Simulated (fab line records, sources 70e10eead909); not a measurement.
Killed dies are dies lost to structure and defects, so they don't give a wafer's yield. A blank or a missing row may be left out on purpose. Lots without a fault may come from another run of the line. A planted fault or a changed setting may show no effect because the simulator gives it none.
Which tool did it? | flow nand_harc | 7 lots, 20 wafers sampled, at 3 steps of a route of 1159

WHAT THE GAUGES READ, wafer by wafer
NHARC_A_ONON_D1_THK_MEAS_11: measures by ellipsometry.
lot  | measured     | on            | thk_nm (nm)
L181 | day 8 11:07  | film_metro-02 | 991 993 992
L182 | day 8 11:19  | film_metro-02 | 998 996 997
L184 | day 9 01:47  | film_metro-01 | 1005 1007 1003
L187 | day 10 00:42 | film_metro-02 | 1010 1007 1008
L189 | day 10 12:40 | film_metro-01 | 996 994 996
L194 | day 11 07:25 | film_metro-02 | 897 993
L199 | day 12 19:29 | film_metro-01 | 1011 1012 1011

WHICH TOOL RAN EACH LOT (tool, then ch and the chambers of the sampled wafers, then the start)
lot  | NHARC_P_BONDPAD_ACTIVATE_29        | NHARC_A_ONON_D1_DEP_09
L181 | rie_diel-08 ch 1,2,3, day 7 11:32  | pecvd_onon-03 ch 0, day 8 10:36
L182 | rie_diel-08 ch 1,2,3, day 7 13:22  | pecvd_onon-04 ch 0, day 8 10:59
L184 | rie_diel-08 ch 0,1, day 8 00:37    | pecvd_onon-03 ch 0, day 9 01:23
L187 | rie_diel-08 ch 0,2,3, day 8 20:48  | pecvd_onon-03 ch 0, day 10 00:20
L189 | rie_diel-08 ch 2,3, day 9 04:58    | pecvd_onon-04 ch 0, day 10 12:13
L194 | rie_diel-08 ch 0,2, day 10 06:23   | pecvd_onon-03 ch 0, day 11 06:54
L199 | rie_diel-08 ch 0,1,3, day 11 19:54 | pecvd_onon-02 ch 0, day 12 19:05
- NHARC_P_BONDPAD_ACTIVATE_29: chemistry N2, time 60 s.
- NHARC_A_ONON_D1_DEP_09: target thk 1000 nm.

THE ANSWER, worked out from the rows above alone
Rule: what is usual is taken from the lots themselves. Put in order of their means at a reading, lots are off if they are a third of the lots or fewer, leave a main group of 4 or more, and stand apart from it by a gap of 3 or more times the standard deviation of the main group's means; of several such gaps the widest counts. A main group whose means are all the same, to the digits that the tables above print for the reading, isn't used. A lot without any number at a reading at which 4 lots or more have one is off too. The other lots that the step has rows for count as sound.
Off: L194, at NHARC_A_ONON_D1_THK_MEAS_11 (thk_nm). The main group: mean 1002 nm, standard deviation 7.1.
A tool fits if, at a process step before that reading, it ran every lot that is off, and no sound lot after the first of them. The gauges at NHARC_A_ONON_D1_THK_MEAS_11 are tried like those tools. Can't be told from this: 2 tools fit, pecvd_onon-03 at NHARC_A_ONON_D1_DEP_09, film_metro-02 at NHARC_A_ONON_D1_THK_MEAS_11.

WHAT THE SIMULATOR HAD PUT IN
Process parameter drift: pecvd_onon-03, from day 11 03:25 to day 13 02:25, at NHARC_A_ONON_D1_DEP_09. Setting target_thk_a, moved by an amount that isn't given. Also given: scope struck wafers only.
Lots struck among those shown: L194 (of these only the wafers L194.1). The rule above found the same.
